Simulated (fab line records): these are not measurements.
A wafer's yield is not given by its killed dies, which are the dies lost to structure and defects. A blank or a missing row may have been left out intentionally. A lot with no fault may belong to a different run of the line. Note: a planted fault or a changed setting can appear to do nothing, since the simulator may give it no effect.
Matching of chambers | flow n5_finfet | N5_DUMMY_GATE_PECVD_30 on pecvd-03: 3 sister chambers
The step deposits SiO2 from TEOS/O2, target thk 55 nm, time 10.8 s. 3 wafers are shown with their chamber, then 8 later ones without.

## WAFERS, EACH WITH ITS CHAMBER
wafer  | chamber | chamber_pressure_Torr (Torr)
L518.3 | 1       | 6.511
L520.4 | 2       | 6.492
L523.1 | 0       | 6.478

## WAFERS WHOSE CHAMBER IS MISSING
wafer  | chamber_pressure_Torr (Torr)
L523.4 | 6.521
L523.6 | 6.481
L524.1 | 6.479
L524.4 | 6.484
L524.6 | 6.497
L525.2 | 6.490
L525.5 | 6.492
L525.6 | 6.488

## CHAMBER TAKEN BY EACH
wafer  | from the rows above     | in truth
L523.4 | 1                       | 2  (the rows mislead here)
L523.6 | can't be placed: 0 or 2 | 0
L524.1 | 0                       | 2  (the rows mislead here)
L524.4 | can't be placed: 0 or 2 | 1
L524.6 | can't be placed: 2 or 1 | 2
L525.2 | 2                       | 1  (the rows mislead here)
L525.5 | 2                       | 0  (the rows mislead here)
L525.6 | can't be placed: 2 or 0 | 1
Placed correctly: 0 of 8. Cannot be placed on the basis of these rows: 4; the candidates contain the true chamber in 2. Number placed wrongly: 4.
How it was worked out, from the rows above alone: a wafer's distance from a chamber is the root of the sum, over the readings, of the square of ((its reading less the chamber's mean) divided by the reading's scatter). If the next closest chamber is less than 2 further off than the closest, the wafer can't be placed; otherwise it belongs to the closest. A chamber's mean is the mean of its shown wafers. The scatter: with one shown wafer a chamber, the root of the mean of the squares of how far each hidden wafer lies from its nearest shown one.
